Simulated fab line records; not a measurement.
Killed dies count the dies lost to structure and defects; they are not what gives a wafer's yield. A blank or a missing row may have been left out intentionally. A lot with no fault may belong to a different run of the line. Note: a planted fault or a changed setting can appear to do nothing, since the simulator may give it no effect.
fab line records + flow nandHarc
record:
- lots: 6
- wafers: 18
- lastDay: 32
route steps=1302 shown A_BONDPAD@1208
lots that met no fault: from a run of the same line without faults
startH: hours from the record's first day to the start of the lot's first wafer shown + waitH: hours from the lot's prior step to this one + " the same as in the row above + L1.1+2: several wafers, shown together as one row + - value missing, or start not given + * or withheld: withheld + < > ~ a bound
route shown NAME@n: a module of which the file shows steps, and the number in the route of the first + usual: mean/standard deviation of fault-free wafers + same: alike in all rows + chamber/n: place in a boat + sites: the reading at each site + _std_site: their standard deviation + _edge_site: the outer-site mean with the inner-site mean subtracted + radiusMm: how far each site lies from the wafer's centre + mask NAME#n: copy n + behind: the last tool/chamber to shape the wafer + hold: what put the lot on hold/how long, in hours/how the hold closed + device: transistor that didn't switch, given as n, p or np + end of line: at the end of the route, the tests of the same wafers + a step without rows: its recipe alone + killed: at the first sort, the dies lost to defects and structure; wafer yield is something else + map: shows each die of a wafer: x if killed, . if not, _ if none is there
set.NAME: the run value of the setting; set.NAME@STEP: its run value at that earlier step + model.NAME: the simulator's own value behind a step, which no gauge read
lots seen at some steps along the route; tables by step, rows by wafer
services: a tool's chamber out of use, with start hour (startH, from the record's first day; less than 0 if before it), hours out, and reason
== steps ==
step: NHARC_A_BONDPAD_COAT_33
recipe:
- tempC: 200
- timeS: 65
step: NHARC_A_BONDPAD_COAT_03
recipe:
- spinRpm: 2000
- resistThkNm: 600
step: NHARC_A_BONDPAD_SOFTBAKE_04
recipe:
- tempC: 125
- timeS: 70
step: NHARC_A_BONDPAD_EBR_05
step: NHARC_A_BONDPAD_EXPOSE_06
recipe:
- na: 0.55
- doseMj: 36.99
- maskId: A_BPAD
step: NHARC_A_BONDPAD_PEB_07
recipe:
- pebTempC: 128
- pebTimeS: 80
step: NHARC_A_BONDPAD_DEVELOP_08
recipe:
- timeS: 50
- devTempC: 22
step: NHARC_A_BONDPAD_CD_MEAS_09
recipe:
- targetCdNm: 500
- landingEnergyEv: 500
usual:
- cdNm: 500.7/2.3
| lot.wafer | tool     | chamber | startH | waitH | cdNm  |
|-----------|----------|---------|--------|-------|-------|
| L976.4    | cdSem-03 | 0       | 653.20 | -     | 500.2 |
| L976.5    | "        | 0       | "      | "     | 502.1 |
| L976.6    | "        | 0       | "      | "     | 497.5 |
| L975.2    | cdSem-03 | 0       | 662.20 | -     | 500.0 |
| L975.5    | "        | 0       | "      | "     | 499.9 |
| L975.6    | "        | 0       | "      | "     | 501.7 |
| L980.1    | cdSem-03 | 0       | 685.55 | -     | 502.1 |
| L980.5    | "        | 0       | "      | "     | 499.2 |
| L980.6    | "        | 0       | "      | "     | 500.7 |
| L983.4    | cdSem-01 | 0       | 729.01 | -     | 503.0 |
| L983.5    | "        | 0       | "      | "     | 504.0 |
| L983.6    | "        | 0       | "      | "     | 501.0 |
| L986.2    | cdSem-03 | 0       | 734.92 | -     | 498.2 |
| L986.4    | "        | 0       | "      | "     | 499.2 |
| L986.6    | "        | 0       | "      | "     | 497.1 |
| L985.2    | cdSem-01 | 0       | 741.26 | -     | 500.5 |
| L985.3    | "        | 0       | "      | "     | 502.7 |
| L985.5    | "        | 0       | "      | "     | 502.8 |
step: NHARC_A_BONDPAD_OVL_MEAS_35
usual:
- overlayXNm: -1/6.3
- overlayYNm: 1/6.2
| lot.wafer | tool       | chamber | startH | waitH | overlayXNm | overlayYNm |
|-----------|------------|---------|--------|-------|------------|------------|
| L976.4    | overlay-02 | -       | 653.28 | -     | 8          | -4         |
| L976.5    | "          | -       | "      | "     | 7          | -4         |
| L976.6    | "          | -       | "      | "     | 7          | -4         |
| L975.2    | overlay-01 | -       | 662.28 | -     | -3         | 0          |
| L975.5    | "          | -       | "      | "     | -3         | 1          |
| L975.6    | "          | -       | "      | "     | -2         | 1          |
| L980.1    | overlay-02 | -       | 685.64 | -     | -2         | 10         |
| L980.5    | "          | -       | "      | "     | -2         | 11         |
| L980.6    | "          | -       | "      | "     | -3         | 11         |
| L983.4    | overlay-01 | -       | 729.09 | -     | -5         | -13        |
| L983.5    | "          | -       | "      | "     | -5         | -13        |
| L983.6    | "          | -       | "      | "     | -4         | -13        |
| L986.2    | overlay-01 | -       | 735.01 | -     | 9          | 1          |
| L986.4    | "          | -       | "      | "     | 9          | 1          |
| L986.6    | "          | -       | "      | "     | 10         | 2          |
| L985.2    | overlay-01 | -       | 741.35 | -     | -11        | 0          |
| L985.3    | "          | -       | "      | "     | -10        | 1          |
| L985.5    | "          | -       | "      | "     | -11        | 0          |
step: NHARC_A_BONDPAD_HARDBAKE_10
recipe:
- tempC: 118
- timeS: 65
step: NHARC_A_BONDPAD_DESCUM_11
recipe:
- timeS: 3
- o2FlowSccm: 200
- arFlowSccm: 0
- biasPowerW: 0
- chemistry: O2
usual:
- chamberPressureMTorr: 60.00/0.057
- drypumpMotorCurrentA: 5.8/0.38
- oesProductAu: 0.999/0.013
- rfVppV: 57.7/0.91
- showerheadPlenumPTorr: 1.90/0.089
- throttleValvePct: 11.311/0.0091
| lot.wafer | tool       | chamber | startH | waitH | chamberPressureMTorr | drypumpMotorCurrentA | oesProductAu | rfHoursCounterH | rfVppV | showerheadPlenumPTorr | throttleValvePct |
|-----------|------------|---------|--------|-------|----------------------|----------------------|--------------|-----------------|--------|-----------------------|------------------|
| L976.4    | rieDiel-02 | 3       | 653.42 | -     | 60.03                | 6.1                  | 1.012        | 2               | 59.6   | 2.03                  | 11.296           |
| L976.5    | "          | 1       | "      | "     | 60.02                | 5.8                  | 1.015        | -               | 57.3   | 1.83                  | 11.306           |
| L976.6    | "          | 2       | "      | "     | 60.10                | 6.0                  | 1.013        | -               | 56.6   | 1.83                  | 11.323           |
| L975.2    | rieDiel-02 | 2       | 662.42 | -     | 60.00                | 5.9                  | 1.008        | 2               | 56.1   | 1.83                  | 11.307           |
| L975.6    | "          | 1       | "      | "     | 60.02                | 5.8                  | 1.006        | -               | 55.9   | 1.83                  | 11.300           |
| L975.5    | "          | 2       | "      | "     | 59.82                | 5.9                  | 1.004        | -               | 57.5   | 1.83                  | 11.318           |
| L980.1    | rieDiel-04 | 3       | 685.77 | -     | 59.89                | 5.0                  | 0.984        | 26              | 57.8   | 1.78                  | 11.303           |
| L980.6    | "          | 2       | "      | "     | 59.97                | 6.4                  | 0.995        | -               | 58.5   | 1.83                  | 11.302           |
| L980.5    | "          | 3       | "      | "     | 60.05                | 5.0                  | 0.981        | -               | 57.3   | 1.78                  | 11.300           |
| L983.4    | rieDiel-04 | 2       | 729.21 | -     | 59.96                | 6.4                  | 1.007        | 1               | 57.6   | 1.83                  | 11.318           |
| L983.6    | "          | 2       | "      | "     | 59.95                | 6.4                  | 1.002        | -               | 57.5   | 1.83                  | 11.304           |
| L983.5    | "          | 3       | "      | "     | 59.92                | 5.0                  | 0.980        | -               | 57.9   | 1.77                  | 11.290           |
| L986.4    | rieDiel-04 | 3       | 735.14 | -     | 60.08                | 5.0                  | 0.975        | 1               | 56.5   | 1.77                  | 11.309           |
| L986.2    | "          | 1       | "      | "     | 59.98                | 5.5                  | 0.989        | 1               | 57.3   | 1.92                  | 11.324           |
| L986.6    | "          | 2       | "      | "     | 59.96                | 6.4                  | 0.999        | -               | 56.2   | 1.83                  | 11.294           |
| L985.3    | rieDiel-02 | 0       | 741.47 | -     | 59.95                | 6.0                  | 0.975        | 4               | 58.4   | 1.99                  | 11.313           |
| L985.2    | "          | 3       | "      | "     | 59.95                | 6.1                  | 0.983        | 4               | 57.4   | 2.03                  | 11.301           |
| L985.5    | "          | 1       | "      | "     | 59.97                | 5.8                  | 0.997        | -               | 57.0   | 1.82                  | 11.312           |
step: NHARC_A_BONDPAD_ETCH_34
recipe:
- targetDepthA: 600
- overetchA: 180
- timeS: 65.91
- ionEnergyEv: 200
- n2FlowSccm: 150
- h2FlowSccm: 150
- arFlowSccm: 0
- rfW: 400
- biasW: 150
- chemistry: N2/H2
usual:
- chamberPressureMTorr: 30.000/0.027
- drypumpMotorCurrentA: 5.9/0.37
- oesProductAu: 0.998/0.013
- rfFwdPowerW: 396.6/1.6
- rfVppV: 430.6/2.8
- showerheadPlenumPTorr: 2.04/0.099
- throttleValvePct: 14.170/0.0084
| lot.wafer | tool       | chamber | startH | waitH | chamberPressureMTorr | drypumpMotorCurrentA | oesProductAu | rfFwdPowerW | rfHoursCounterH | rfVppV | showerheadPlenumPTorr | throttleValvePct |
|-----------|------------|---------|--------|-------|----------------------|----------------------|--------------|-------------|-----------------|--------|-----------------------|------------------|
| L976.4    | rieDiel-02 | 3       | 653.49 | 0.1   | 30.030               | 6.1                  | 0.990        | 398.7       | 2               | 435.0  | 2.17                  | 14.159           |
| L976.6    | "          | 2       | "      | "     | 30.003               | 6.0                  | 1.005        | 398.6       | -               | 428.8  | 1.95                  | 14.157           |
| L976.5    | "          | 3       | "      | "     | 30.014               | 6.1                  | 1.001        | 397.8       | -               | 433.9  | 2.17                  | 14.200           |
| L975.2    | rieDiel-02 | 1       | 662.51 | 0.1   | 29.992               | 5.8                  | 1.003        | 395.6       | 2               | 427.7  | 1.94                  | 14.159           |
| L975.5    | "          | 3       | "      | "     | 29.996               | 6.1                  | 0.987        | 398.5       | -               | 432.9  | 2.17                  | 14.168           |
| L975.6    | "          | 0       | "      | "     | 30.029               | 6.0                  | 0.972        | 398.6       | -               | 432.0  | 2.12                  | 14.161           |
| L980.1    | rieDiel-04 | 2       | 685.85 | 0.1   | 30.006               | 6.4                  | 1.000        | 395.1       | 23              | 428.1  | 1.95                  | 14.163           |
| L980.6    | "          | 1       | "      | "     | 30.066               | 5.5                  | 1.000        | 396.0       | -               | 431.0  | 2.05                  | 14.166           |
| L980.5    | "          | 2       | "      | "     | 29.992               | 6.4                  | 0.998        | 393.8       | -               | 426.5  | 1.95                  | 14.162           |
| L983.4    | rieDiel-04 | 2       | 729.31 | 0.1   | 30.036               | 6.3                  | 0.996        | 393.3       | 1               | 427.4  | 1.95                  | 14.172           |
| L983.6    | "          | 0       | "      | "     | 30.013               | 6.0                  | 0.996        | 394.8       | -               | 432.1  | 2.13                  | 14.154           |
| L983.5    | "          | 1       | "      | "     | 30.029               | 5.5                  | 0.993        | 396.5       | -               | 430.8  | 2.04                  | 14.183           |
| L986.4    | rieDiel-04 | 0       | 735.22 | 0.1   | 30.015               | 6.0                  | 0.997        | 393.3       | 1               | 432.3  | 2.13                  | 14.171           |
| L986.2    | "          | 1       | "      | "     | 30.021               | 5.5                  | 0.994        | 395.9       | 1               | 431.7  | 2.04                  | 14.170           |
| L986.6    | "          | 0       | "      | "     | 29.985               | 6.0                  | 1.008        | 394.2       | -               | 433.8  | 2.13                  | 14.169           |
| L985.2    | rieDiel-02 | 3       | 741.56 | 0.1   | 30.012               | 6.1                  | 0.990        | 398.8       | 4               | 433.1  | 2.17                  | 14.163           |
| L985.3    | "          | 1       | "      | "     | 30.007               | 5.8                  | 0.997        | 394.0       | 4               | 428.0  | 1.94                  | 14.171           |
| L985.5    | "          | 2       | "      | "     | 30.023               | 6.0                  | 1.000        | 398.8       | -               | 427.3  | 1.95                  | 14.175           |
step: NHARC_A_BONDPAD_ETCH_12
recipe:
- targetDepthA: 2200
- timeS: 110
- chf3FlowSccm: 50
- o2FlowSccm: 10
- arFlowSccm: 200
- rfW: 500
- biasW: 200
- chemistry: CHF3/O2
usual:
- chamberPressureMTorr: 24.998/0.023
- drypumpMotorCurrentA: 5.9/0.35
- oesProductAu: 0.944/0.023
- rfFwdPowerW: 497.1/1.8
- rfVppV: 370.4/2.4
- showerheadPlenumPTorr: 2.39/0.11
- throttleValvePct: 20.572/0.0092
| lot.wafer | tool       | chamber | startH | waitH | chamberPressureMTorr | drypumpMotorCurrentA | oesProductAu | rfFwdPowerW | rfHoursCounterH | rfVppV | showerheadPlenumPTorr | throttleValvePct |
|-----------|------------|---------|--------|-------|----------------------|----------------------|--------------|-------------|-----------------|--------|-----------------------|------------------|
| L976.4    | rieDiel-02 | 2       | 653.60 | -     | 24.984               | 6.0                  | 0.961        | 499.6       | 2               | 370.4  | 2.30                  | 20.594           |
| L976.5    | "          | 0       | "      | "     | 24.998               | 6.0                  | 0.881        | 435.0       | -               | 373.7  | 2.49                  | 20.581           |
| L976.6    | "          | 1       | "      | "     | 25.024               | 5.8                  | 0.967        | 497.1       | -               | 367.4  | 2.30                  | 20.559           |
| L975.2    | rieDiel-02 | 1       | 662.59 | -     | 24.938               | 5.8                  | 0.962        | 495.4       | 2               | 368.4  | 2.30                  | 20.579           |
| L975.5    | "          | 0       | "      | "     | 25.005               | 6.0                  | 0.880        | 436.8       | -               | 372.5  | 2.49                  | 20.569           |
| L975.6    | "          | 1       | "      | "     | 24.974               | 5.8                  | 0.963        | 497.2       | -               | 368.0  | 2.30                  | 20.564           |
| L980.1    | rieDiel-04 | 1       | 686.08 | -     | 24.998               | 5.5                  | 0.928        | 498.8       | 25              | 370.6  | 2.41                  | 20.566           |
| L980.5    | "          | 2       | "      | "     | 24.976               | 6.4                  | 0.921        | 498.5       | -               | 368.8  | 2.30                  | 20.569           |
| L980.6    | "          | 3       | "      | "     | 24.970               | 5.0                  | 0.905        | 498.0       | -               | 366.9  | 2.24                  | 20.572           |
| L983.4    | rieDiel-04 | 1       | 729.39 | -     | 24.997               | 5.5                  | 0.977        | 500.1       | 1               | 369.1  | 2.41                  | 20.565           |
| L983.5    | "          | 1       | "      | "     | 25.038               | 5.5                  | 0.975        | 495.9       | -               | 371.9  | 2.41                  | 20.572           |
| L983.6    | "          | 2       | "      | "     | 25.030               | 6.4                  | 0.971        | 497.5       | -               | 368.4  | 2.30                  | 20.563           |
| L986.2    | rieDiel-04 | 1       | 735.33 | -     | 25.008               | 5.5                  | 0.927        | 494.2       | 1               | 370.2  | 2.41                  | 20.558           |
| L986.4    | "          | 2       | "      | "     | 24.956               | 6.4                  | 0.925        | 493.5       | 1               | 368.6  | 2.30                  | 20.560           |
| L986.6    | "          | 0       | "      | "     | 24.969               | 6.0                  | 0.924        | 493.5       | -               | 371.8  | 2.50                  | 20.565           |
| L985.3    | rieDiel-02 | 3       | 741.66 | -     | 24.950               | 6.1                  | 0.972        | 497.9       | 4               | 372.6  | 2.54                  | 20.568           |
| L985.2    | "          | 0       | "      | "     | 25.039               | 6.0                  | 0.944        | 497.1       | 4               | 372.3  | 2.49                  | 20.577           |
| L985.5    | "          | 3       | "      | "     | 24.978               | 6.1                  | 0.958        | 499.4       | -               | 373.0  | 2.54                  | 20.554           |
step: NHARC_A_BONDPAD_CD_MEAS_13
usual:
- cdNm: 500.6/2.5
| lot.wafer | tool     | chamber | startH | waitH | cdNm  |
|-----------|----------|---------|--------|-------|-------|
| L976.4    | cdSem-02 | -       | 653.73 | -     | 501.0 |
| L976.5    | "        | -       | "      | "     | 500.3 |
| L976.6    | "        | -       | "      | "     | 497.8 |
| L975.2    | cdSem-01 | -       | 662.73 | -     | 500.3 |
| L975.5    | "        | -       | "      | "     | 499.1 |
| L975.6    | "        | -       | "      | "     | 501.5 |
| L980.1    | cdSem-03 | -       | 686.20 | -     | 499.8 |
| L980.5    | "        | -       | "      | "     | 498.5 |
| L980.6    | "        | -       | "      | "     | 502.0 |
| L983.4    | cdSem-01 | -       | 729.54 | -     | 503.5 |
| L983.5    | "        | -       | "      | "     | 503.0 |
| L983.6    | "        | -       | "      | "     | 502.1 |
| L986.2    | cdSem-03 | -       | 735.46 | -     | 497.6 |
| L986.4    | "        | -       | "      | "     | 497.8 |
| L986.6    | "        | -       | "      | "     | 498.9 |
| L985.2    | cdSem-01 | -       | 741.79 | -     | 500.9 |
| L985.3    | "        | -       | "      | "     | 502.4 |
| L985.5    | "        | -       | "      | "     | 502.9 |
== services ==
| tool       | chamber | startH | hours | kind   |
|------------|---------|--------|-------|--------|
| rieDiel-02 | 0       | 632.04 | -     | clean  |
| rieDiel-02 | 1       | 632.04 | -     | clean  |
| rieDiel-02 | 2       | 632.04 | -     | clean  |
| rieDiel-02 | 3       | 632.04 | -     | clean  |
| rieDiel-04 | 0       | 639.55 | -     | clean  |
| rieDiel-04 | 1       | 639.55 | -     | clean  |
| rieDiel-04 | 2       | 639.55 | -     | clean  |
| rieDiel-04 | 3       | 639.55 | -     | clean  |
| rieDiel-02 | -       | 642.66 | 0.9   | repair |
| rieDiel-04 | 2       | 651.55 | 7.8   | repair |
| rieDiel-02 | 0       | 656.54 | -     | clean  |
| rieDiel-02 | 1       | 656.54 | -     | clean  |
| rieDiel-02 | 2       | 656.54 | -     | clean  |
| rieDiel-02 | 3       | 656.54 | -     | clean  |
| rieDiel-04 | 0       | 664.05 | -     | clean  |
| rieDiel-04 | 1       | 664.05 | -     | clean  |
| rieDiel-04 | 2       | 664.05 | -     | clean  |
| rieDiel-04 | 3       | 664.05 | -     | clean  |
| rieDiel-02 | 0       | 681.04 | -     | clean  |
| rieDiel-02 | 1       | 681.04 | -     | clean  |
| rieDiel-02 | 2       | 681.04 | -     | clean  |
| rieDiel-02 | 3       | 684.12 | 3.1   | repair |
| rieDiel-04 | -       | 708.90 | 9.0   | pm     |
| rieDiel-02 | -       | 712.00 | 1.1   | repair |
== key ==
firstSign:
- step: NHARC_A_BONDPAD_ETCH_12
- reading: rfFwdPowerW
- direction: down
- sigmas: 34
- usual: *
- struck: *
effect:
- step: NHARC_A_BONDPAD_ETCH_12
- reading: oesProductAu
- direction: down
- sigmas: 2.7
- usual: 0.944
- struck: 0.881
metAt NHARC_A_BONDPAD_ETCH_12
struckWafers L975.5,L976.5
laterRowsLeftOut L975.5,L976.5
sortLeftOut L975.5,L976.5
fault:
- kind: processParameterDrift
- tool: rieDiel-02
- chamber: 0
- onsetH: 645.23
- steps: NHARC_A_BONDPAD_ETCH_12
- channel: rfW
- offset: *
- shape: step
- endH: 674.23
- actsIn: *
- stated: *
sortLeftOut: the simulated sort isn't trusted on such a fault, so these wafers' sort isn't shown, and their yield isn't known
laterRowsLeftOut: the simulator's readings of these wafers behind a module that went badly wrong aren't trusted and aren't shown, but for the sort
